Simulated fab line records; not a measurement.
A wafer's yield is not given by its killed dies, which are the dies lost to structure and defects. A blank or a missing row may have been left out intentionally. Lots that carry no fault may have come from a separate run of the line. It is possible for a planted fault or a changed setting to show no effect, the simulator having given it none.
fab line records | flow n5Finfet
[record] lots = 5 wafers = 15 lastDay = 18
route steps=1938 shown STI_FIN_REVEAL@197 DUMMY_GATE@212 PASSIVATION@1936
lots that met no fault: from a run of the same line without faults
startH: hours from the record's opening day to when the first of the lot's shown wafers began | waitH: time in hours since the lot's previous step | " as in the row above | L1.1+2: a single row standing in for several wafers | - no value, or no start was given | * or withheld: withheld | < > ~ a bound
route shown NAME@n: a module of which the file shows steps, and the number in the route of the first | usual: mean/standard deviation taken from wafers without a fault | same: alike in all rows | chamber/n: place in a boat | sites: readings site by site | _std_site: their standard deviation | _edge_site: mean of outer sites minus mean of inner sites | radiusMm: how far each site lies from the wafer's centre | mask NAME#n: copy n | behind: the last tool/chamber to shape the wafer | hold: what put the lot on hold/how long, in hours/how the hold closed | device: transistor that didn't switch, given as n, p or np | end of line: the route-end tests of the same wafers | step lacking rows: just its recipe | killed: the dies lost at the first sort to structure and to defects; this is not the yield of the wafer | map: dies across one wafer; x = killed, . = not, _ = none there
set.NAME: the run value of the setting; set.NAME@STEP: its run value at that earlier step | model.NAME: the simulator's own value behind a step, which no gauge read
a table for each step, a row for each wafer; lots at some steps of the route
services: when a tool's chamber went out of use (startH, in hours from the record's first day, below 0 if earlier), for how many hours, and the reason
[[steps]]
[step N5_STI_FIN_REVEAL_STRIP_16]
[recipe] chemistry = H3PO4 material = SiNx tempC = 165 targetDepthA = 238 overetchFraction = 0.4964 dry = ipaMarangoni
[step N5_STI_FIN_REVEAL_PRECLEAN_17]
[recipe] chemistry = NF3:NH3 afsCycles = 1 tempC = 30 timeS = 20 sublimationTempC = 180 sublimationTimeS = 60 pressureTorr = 3 rfPowerW = 30
[step N5_STI_FIN_REVEAL_ETCH_34]
[recipe] chemistry = H2 mode = isotropic material = Si target = Si targetDepthA = 9.7 tempC = 20 pressureMtorr = 4.5 icpW = 300 biasW = 0 h2FlowSccm = 7.5 heFlowSccm = 142.5
[usual] drypumpMotorCurrentA = 5.9/0.53 h2FlowSccm = 7.500/0.023 heBacksideLeakSccm = 2.72/0.28 oesProductAu = 0.996/0.013 rfFwdPowerW = 297.2/1.4 throttleValvePct = 25.8/0.4
// columns lot.wafer tool chamber startH waitH drypumpMotorCurrentA h2FlowSccm heBacksideLeakSccm oesProductAu rfFwdPowerW rfHoursCounterH throttleValvePct
L251.1 rieSi-04 0 42.89 0.2 4.8 7.490 2.45 0.984 295.1 86 25.8
L251.4 " 2 " " 5.8 7.512 3.10 1.006 296.2 - 25.7
L251.6 " 0 " " 4.8 7.522 2.48 0.985 296.0 - 25.8
L258.1 rieSi-06 3 84.87 0.2 6.0 7.498 2.53 1.010 299.3 34 25.1
L258.2 " 1 " " 6.4 7.500 2.85 0.983 297.0 63 25.2
L258.3 " 2 " " 6.3 7.505 2.21 0.986 296.0 8 25.3
L262.1 rieSi-04 2 108.72 0.2 5.8 7.519 3.18 1.005 297.2 115 25.7
L262.5 " 3 " " 6.0 7.487 3.25 0.979 295.9 - 26.2
L262.6 " 2 " " 5.8 7.499 3.01 0.997 297.7 - 25.7
L265.1 rieSi-02 3 126.13 0.2 6.7 7.531 2.49 1.004 297.9 99 25.5
L265.3 " 0 " " 5.7 7.474 2.67 0.980 298.1 2 26.2
L265.6 " 2 " " 5.6 7.474 2.81 1.019 298.8 - 25.9
L268.1 rieSi-06 2 146.34 0.2 6.4 7.474 2.39 0.990 295.8 9 25.3
L268.2 " 1 " " 6.4 7.507 2.92 0.981 296.4 65 25.2
L268.3 " 0 " " 6.5 7.481 2.63 0.994 296.9 90 25.8
[step N5_STI_FIN_REVEAL_OXIDATION_31]
[recipe] chemistry = O2_PLASMA_REMOTE tempC = 150 timeS = 20 pressureMtorr = 1000 sourcePowerW = 2000 o2FlowSccm = 3000
[usual] drypumpMotorCurrentA = 5.43/0.12 heaterPowerW = 144/4.3 rfFwdPowerW = 1978/9.1 tempCMax = 150.53/0.21
// columns lot.wafer tool chamber startH waitH drypumpMotorCurrentA heaterPowerW rfFwdPowerW rfHoursCounterH tempCMax
L251.1 plasmaAsher-01 1 43.21 0.3 5.29 135 1989 28 150.75
L251.4 " 0 " " 5.61 144 1972 - 150.84
L251.6 " 0 " " 5.58 144 1971 - 150.75
L258.1 plasmaAsher-01 1 84.93 0.0 5.28 137 1998 38 150.60
L258.2 " 0 " " 5.61 143 1974 38 150.73
L258.3 " 0 " " 5.61 144 1970 - 150.57
L262.1 plasmaAsher-01 1 108.78 0.0 5.27 139 1985 42 150.83
L262.5 " 0 " " 5.62 144 1980 - 150.52
L262.6 " 1 " " 5.29 135 1982 - 150.71
L265.1 plasmaAsher-02 1 126.19 0.0 5.39 144 1959 92 150.55
L265.3 " 0 " " 5.39 146 1982 - 150.09
L265.6 " 1 " " 5.39 141 1977 - 150.47
L268.1 plasmaAsher-01 0 146.41 0.0 5.59 150 1976 47 150.68
L268.2 " 1 " " 5.28 138 1965 47 150.70
L268.3 " 1 " " 5.28 138 1969 - 150.79
[step N5_STI_FIN_REVEAL_PRECLEAN_32]
[recipe] chemistry = NF3:NH3 afsCycles = 1 tempC = 30 timeS = 20 sublimationTempC = 180 sublimationTimeS = 60 pressureTorr = 3 rfPowerW = 30
[step N5_STI_FIN_REVEAL_STRIP_35]
[recipe] chemistry = H3PO4 material = Si3N4 tempC = 165 targetDepthA = 40 timeS = 39
[step N5_STI_FIN_REVEAL_SRD_21]
[recipe] dry = ipaMarangoni timeS = 30 tempC = 23 rinseLiquid = diw
[step N5_STI_FIN_REVEAL_OXIDATION_33]
[recipe] chemistry = O2_PLASMA_REMOTE tempC = 150 timeS = 20 pressureMtorr = 1000 sourcePowerW = 2000 o2FlowSccm = 3000
[usual] drypumpMotorCurrentA = 5.42/0.11 heaterPowerW = 144/4.2 rfFwdPowerW = 1979/8.7 tempCMax = 150.54/0.22
// columns lot.wafer tool chamber startH waitH drypumpMotorCurrentA heaterPowerW rfFwdPowerW rfHoursCounterH tempCMax
L251.1 plasmaAsher-01 1 43.56 0.0 5.30 140 1981 29 150.59
L251.4 " 0 " " 5.57 142 1961 - 150.77
L251.6 " 0 " " 5.56 145 1968 - 150.67
L258.1 plasmaAsher-01 1 85.29 0.0 5.28 141 1991 38 151.06
L258.2 " 0 " " 5.62 146 1975 38 150.76
L258.3 " 1 " " 5.27 135 1990 - 151.10
L262.1 plasmaAsher-02 0 109.16 0.1 5.37 147 1973 88 150.59
L262.5 " 0 " " 5.40 152 1988 - 150.44
L262.6 " 1 " " 5.38 143 1975 - 150.63
L265.1 plasmaAsher-01 0 126.54 0.0 5.60 146 1978 46 150.49
L265.3 " 1 " " 5.29 135 1987 - 151.04
L265.6 " 1 " " 5.28 140 1984 - 150.72
L268.1 plasmaAsher-01 0 146.76 0.0 5.56 144 1974 47 150.57
L268.2 " 1 " " 5.29 141 1983 47 150.59
L268.3 " 1 " " 5.30 138 1976 - 151.04
[step N5_STI_FIN_REVEAL_CLEAN_19]
[recipe] chemistry = O3/DIW tempC = 25 timeS = 120 o3Ppm = 10
[step N5_STI_FIN_REVEAL_SRD_23]
[recipe] dry = ipaMarangoni timeS = 30 tempC = 23 rinseLiquid = diw
[step N5_STI_FIN_REVEAL_CD_MEAS_22]
[recipe] targetCdNm = 6.238 pitchNm = 28 polarity = line
[usual] cdNm = 6.23/0.24
// columns lot.wafer tool chamber startH waitH cdNm
L251.1 cdSem-03 - 43.72 0.0 5.86
L251.4 " - " " 6.23
L251.6 " - " " 5.67
L258.1 cdSem-03 - 85.45 0.0 6.23
L258.2 " - " " 6.32
L258.3 " - " " 6.44
L262.1 cdSem-01 - 109.33 0.0 6.20
L262.5 " - " " 6.07
L262.6 " - " " 6.62
L265.1 cdSem-03 - 126.70 0.0 6.11
L265.3 " - " " 6.36
L265.6 " - " " 5.93
L268.1 cdSem-02 - 146.92 0.0 6.00
L268.2 " - " " 6.22
L268.3 " - " " 7.01
[step N5_STI_FIN_REVEAL_FIN_H_MEAS_10]
[usual] trenchDepthNm = 52.0/0.71
// columns lot.wafer tool chamber startH waitH trenchDepthNm
L251.1 ocd-01 - 43.75 0.0 52.9
L251.4 " - " " 52.5
L251.6 " - " " 52.0
L258.1 ocd-02 - 85.48 0.0 51.4
L258.2 " - " " 51.0
L258.3 " - " " 52.3
L262.1 ocd-02 - 109.36 0.0 52.8
L262.5 " - " " 52.8
L262.6 " - " " 52.7
L265.1 ocd-02 - 126.73 0.0 50.6
L265.3 " - " " 51.3
L265.6 " - " " 51.3
L268.1 ocd-01 - 146.95 0.0 51.8
L268.2 " - " " 52.3
L268.3 " - " " 53.3
[step N5_STI_FIN_REVEAL_PRECLEAN_18]
[recipe] chemistry = SC2 timeS = 45 tempC = 35 mix = 1:1:50
// columns lot.wafer tool chamber startH waitH
L251.1+4+6 wetBench-06 3,0,1 43.79 0.0
L258.1+2+3 wetBench-06 0,6,4 85.51 0.0
L262.1+5+6 wetBench-04 2,1,7 109.39 0.0
L265.1+3+6 wetBench-05 3,6,7 126.77 0.0
L268.1+2+3 wetBench-05 4,1,2 146.98 0.0
[step N5_STI_FIN_REVEAL_SRD_28]
[recipe] dry = ipaMarangoni timeS = 30 tempC = 23 rinseLiquid = diw
[step N5_STI_FIN_REVEAL_INSPECT_13]
[recipe] inspectInstrument = darkfield mode = postClean
[usual] rawDefectCount = 11/4.3
// columns lot.wafer tool chamber startH waitH rawDefectCount
L251.1 defectInspect-02 - 43.84 0.0 7
L251.4 " - " " 3
L251.6 " - " " 6
L258.1 defectInspect-02 - 85.57 0.0 9
L258.2 " - " " 14
L258.3 " - " " 6
L262.1 defectInspect-02 - 109.45 0.0 10
L262.5 " - " " 12
L262.6 " - " " 12
L265.1 defectInspect-02 - 126.82 0.0 15
L265.3 " - " " 22
L265.6 " - " " 12
L268.1 defectInspect-01 - 147.04 0.0 10
L268.2 " - " " 643
L268.3 " - " " 9
[step N5_DUMMY_GATE_PRECLEAN_00]
[recipe] chemistry = O3/DIW timeS = 60 tempC = 22 o3Ppm = 10
[step N5_PASSIVATION_PROBE_49]
[usual] killed_at_M0_to_M3 = 36/11 killed_at_M4_up = 14/5.2 killedAtContacts = 12/6.1 killedAtFrontEnd = 40/12 killedAtOther = 3.2/2.5 killedDies = 105/16 killedOpen = 68/12 killedShort = 35/8.7
[same] grossDies = 1180 killedAtBackSide = 0
// columns lot.wafer tool chamber startH waitH killed_at_M0_to_M3 killed_at_M4_up killedAtContacts killedAtFrontEnd killedAtOther killedDies killedOpen killedShort
L268.2 prober-02 - 434.44 0.1 27 16 9 182 1 235 63 31
// killed by level:class
L268.2 STI_FIN_REVEAL:unspecified=136 FIN_SAQP:geometricParticle:short=11 DUMMY_GATE:geometricParticle:open=10 MOL_CONTACT_COAG:geometricParticle:open=8 BEOL_M3:geometricParticle:open=8 FIN_SAQP:geometricParticle:open=6 BEOL_M0_SAQP:geometricParticle:short=5 BEOL_M1:geometricParticle:open=5
// map L268.2 (x killed, . not)
_________________......x.....________________
______________...............x.._____________
___________.................x......__________
__________........x.x..........x...._________
________.....x....................x..._______
_______...x.........x...x............x.______
______.xx..x.......x.........x......x..._____
_____.....x.....x.......x................____
____.......................x..............___
___xx.....x............x...x..x......x.x.x.__
___............x.............x.............__
__x......................x........x.......x._
__..x...................x....x.........x.x.._
_x....x..................x...............x...
_.......x...........xx..x....................
_.....x.....x...xx..xxx......x....x..........
_............xxxxxxxxx.xx..x.x...............
_.............xxxxxxxxx.........xx.....x.....
_.......x.xxxx.xxxxxxxxxxx.x.................
_.......x..xxxxxxxxxxxxxx..........x..x......
_..xx...x....xxxxxxxxxxxxx..x................
__......x.xxxxxxxxxxxxxxxx.x................_
__....x.....xxxxxxxxxxxx.xx................._
___..........xxxxxxxxxxxxxx..x..........x..__
___........x..xxxxxxx.xxxx.x...............__
____........x.x.xxxxxx...xx...............___
_____........x..xxxxx.x.............x.x..____
______...........x....x................._____
_______x...........x........x..........______
________......x...xx.......x.........._______
__________.............xx...x.x....._________
___________............x...x.......__________
______________.................x_____________
_________________.........xxx________________
// map L265.3 (x killed, . not)
_________________............________________
______________....xx..........x._____________
___________xx.........x....x.....x.__________
__________.........................._________
________...x................x........._______
_______...................x..xx........______
______.........xx...........x..........._____
_____.............x.x.........x..........____
____..........x..........x..x..x..........___
___....x...x......x......x.................__
___................x...x.......x...x.....x.__
__xx.......x...x......x...................x._
__......x...........x..x.x..........x.....x._
_.......x................................x...
_....x........................x..x....x....x.
_...xx.........x...x.....................x...
_x..x.....x.............................x....
_.....x..........................x...........
_....x...x.........x....................x.x..
_..........x....x.........x..........x....xx.
_.......x....x..x..................x....x....
__......................x..............x...._
__......x.....xxxx....x....................._
___......x......xx...x...........x.........__
___....xx...........x.........x.x.x.x......__
____..............x.......................___
_____..x.........x.........x.............____
______x............x..........x.......x._____
_______....................xx.x......xx______
________x.x................x.........._______
__________.....x.x.............x...._________
___________.x.....x................__________
______________.x...x........xx.._____________
_________________..........x.________________
[[services]]
// columns tool chamber startH hours kind
rieSi-02 - 22.86 15.6 pm
rieSi-04 1 36.53 6.8 repair
plasmaAsher-02 - 41.10 2.8 pm
rieSi-02 0 42.45 17.5 repair
rieSi-06 - 60.23 0.9 repair
rieSi-02 3 62.56 3.8 repair
plasmaAsher-01 - 79.42 4.2 repair
rieSi-04 1 87.74 6.0 repair
rieSi-06 3 117.93 1.1 repair
plasmaAsher-01 - 129.65 14.6 pm
[[key]]
[firstSign] step = N5_STI_FIN_REVEAL_INSPECT_13 reading = rawDefectCount direction = up sigmas = 99+ usual = 11 struck = 643
[effect] step = N5_PASSIVATION_PROBE_49 reading = killedAtFrontEnd direction = up sigmas = 12 usual = 40 struck = 182
[moreKillsBornAt] N5_STI_FIN_REVEAL_PRECLEAN_18@wetBench-05 = 136
metAt N5_STI_FIN_REVEAL_PRECLEAN_18
struckWafers L268.2
testerLeftOut L268
[fault] kind = chamberParticleSource tool = wetBench-05 chamber = 1 onsetH = 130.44 steps = N5_STI_FIN_REVEAL_PRECLEAN_18 ratePerVisitCm2 = 0.94521 endH = 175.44
// testerLeftOut: of these lots the tester's yield and bins aren't shown, on N5 and GAA mostly nor the transistor test; their killed dies are dies lost to structure and defects alone, not to doping, threshold or leakage, so they don't give the yield
